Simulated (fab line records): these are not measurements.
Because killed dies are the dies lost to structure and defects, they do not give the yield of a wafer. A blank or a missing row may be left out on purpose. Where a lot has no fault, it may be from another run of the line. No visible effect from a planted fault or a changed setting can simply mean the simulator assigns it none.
A lot that was struck, set against a sound lot || flow nandHarc || 15 steps out of a route of 1159
Sound: wafers L744.1, L744.5, L744.6. Struck: wafer L749.6 (left out: L749.1, L749.5 of the same lot, which were not struck); the cause appears at the end.
Per side, at each step with rows, come the tool, then ch with its chambers, and then its first start. Under that, the readings that differ: sound wafers || struck wafers || difference of the means || sigmas: that difference in standard deviations of wafers without a fault.
alike: words and numbers the same on both sides, and readings whose means are apart by under 2 such deviations; not compared: readings that were withheld, readings missing a value for some wafer, numbers with overlapping values and no deviation given by the record, and bounds like >300 which may hide the same value.
A row with sigmas, a row that says differs or no value, or rows on one side alone: a step with any of these is where the two part. Numbers that have no deviation but don't overlap get no sigmas and don't part them. A reading that every wafer of one side lacks parts them only if that side has two wafers or more.

first, 8 steps without rows for these wafers: NHARC_P_ZERO_WELL_HMDS_04 (time 30 s); NHARC_P_ZERO_WELL_COAT_64 (time 65 s); NHARC_P_ZERO_WELL_COAT_05 (resist thk 600 nm); NHARC_P_ZERO_WELL_SOFTBAKE_06 (time 70 s); NHARC_P_ZERO_WELL_EBR_07; NHARC_P_ZERO_WELL_EXPOSE_08 (exposes mask P ZERO, target cd 500 nm); NHARC_P_ZERO_WELL_PEB_09 (peb time 80 s); NHARC_P_ZERO_WELL_DEVELOP_10 (time 50 s).
NHARC_P_ZERO_WELL_CD_MEAS_11: target cd 500 nm.
  sound on cdSem-02 ch 0, day 1 19:06; struck on cdSem-01 ch 0, day 3 01:14
  alike: cdNm
then, 1 step without rows for these wafers: NHARC_P_ZERO_WELL_HARDBAKE_12 (time 65 s).
NHARC_P_ZERO_WELL_DESCUM_13: chemistry O2, time 3 s.
  sound on rieDiel-05 ch 0,3, day 1 19:16; struck on rieDiel-10 ch 0, day 3 01:25
{"reading": "rfVppV (V)", "sound": "57.7 58.5 57.6", "struck": 56.0, "difference": -1.9, "sigmas": -2}
  alike: drypumpMotorCurrentA, oesProductAu, showerheadPlenumPTorr, throttleValvePct
  not compared: rfHoursCounterH
NHARC_P_ZERO_WELL_ETCH_65: etches the open film in N2/H2, target depth 80 nm, overetch 24 nm, time 87.88 s.
  sound on rieDiel-05 ch 0,1,3, day 1 19:23; struck on rieDiel-10 ch 1, day 3 01:30
{"reading": "oesProductAu (a.u.)", "sound": "1.011 1.013 1.018", "struck": 0.980, "difference": -0.034, "sigmas": -2}
  alike: biasW, drypumpMotorCurrentA, n2FlowSccm, rfVppV, showerheadPlenumPTorr, throttleValvePct
  not compared: rfHoursCounterH
NHARC_P_ZERO_WELL_ETCH_62: etches the open film in CHF3/Ar, target depth 13 nm, time 6.5 s.
  sound on rieDiel-05 ch 0,1,3, day 1 19:29; struck on rieDiel-10 ch 2, day 3 01:35
{"reading": "oesProductAu (a.u.)", "sound": "0.969 0.971 0.970", "struck": 1.368, "difference": "+0.398", "sigmas": "+22"}
  alike: biasW, drypumpMotorCurrentA, rfVppV, showerheadPlenumPTorr, throttleValvePct
  not compared: rfHoursCounterH
NHARC_P_ZERO_WELL_ETCH_63: etches the open film in HBr/Cl2, target depth 120 nm, time 40.1 s.
  sound on rieSi-04 ch 0,1,3, day 1 19:36; struck on rieSi-02 ch 3, day 3 01:40
{"reading": "oesProductAu (a.u.)", "sound": "1.000 0.985 0.996", "struck": 1.016, "difference": "+0.022", "sigmas": "+2"}
  alike: biasW, drypumpMotorCurrentA, hbrFlowSccm, mfcCl2Sccm, throttleValvePct
  not compared: rfHoursCounterH
-- break in the record here, with 18 days between the starts of the struck wafers on either side (left off in module P_ZERO_WELL, picked up again in module END, where the first step shown is number 1159 on the route) --
NHARC_END_SORT_01:
  here the record holds rows for the struck wafers (prober-02 ch 0, day 20 23:22) but none for the sound ones

== WHERE THEY PART ==
At NHARC_P_ZERO_WELL_DESCUM_13 first; at NHARC_END_SORT_01 last (within this record only).

WHY: whatever the simulator had introduced
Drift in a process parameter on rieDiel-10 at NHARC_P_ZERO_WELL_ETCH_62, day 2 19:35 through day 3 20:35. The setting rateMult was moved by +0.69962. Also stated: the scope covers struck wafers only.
